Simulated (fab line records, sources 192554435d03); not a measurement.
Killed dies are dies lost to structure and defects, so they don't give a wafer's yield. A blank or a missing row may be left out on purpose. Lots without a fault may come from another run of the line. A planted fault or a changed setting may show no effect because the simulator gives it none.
Which tool did it? | flow n5_finfet | 10 lots, 30 wafers sampled, at 1 step of a route of 1938

WHAT THE GAUGES READ, wafer by wafer
N5_BEOL_M13_CD_MEAS_10: target cd 190 nm.
lot  | measured     | on        | cd_nm (nm)
L075 | day 11 19:20 | cd_sem-01 | 187.1 188.2 187.6
L079 | day 12 08:22 | cd_sem-02 | 189.4 188.9 189.4
L078 | day 13 06:46 | cd_sem-01 | 188.4 188.5 187.4
L082 | day 13 20:18 | cd_sem-01 | 189.9 189.2 190.0
L084 | day 14 02:59 | cd_sem-02 | 189.3 189.6 191.3
L087 | day 15 01:28 | cd_sem-03 | 186.5 186.8 186.8
L089 | day 15 10:58 | cd_sem-03 | 188.8 188.7 186.7
L091 | day 16 02:32 | cd_sem-01 | 188.0 190.2 188.4
L095 | day 16 17:11 | cd_sem-02 | 190.1 190.7 189.5
L096 | day 17 15:04 | cd_sem-01 | 191.0 191.1 189.7

WHICH TOOL RAN EACH LOT (tool, then ch and the chambers of the sampled wafers, then the start)
The record holds no process step before these readings.

THE ANSWER, worked out from the rows above alone
Rule: what is usual is taken from the lots themselves. Put in order of their means at a reading, lots are off if they are a third of the lots or fewer, leave a main group of 4 or more, and stand apart from it by a gap of 3 or more times the standard deviation of the main group's means; of several such gaps the widest counts. A main group whose means are all the same, to the digits that the tables above print for the reading, isn't used. A lot without any number at a reading at which 4 lots or more have one is off too. The other lots that the step has rows for count as sound.
No lot is off at any reading shown: from this, nothing can be told.

WHAT THE SIMULATOR HAD PUT IN
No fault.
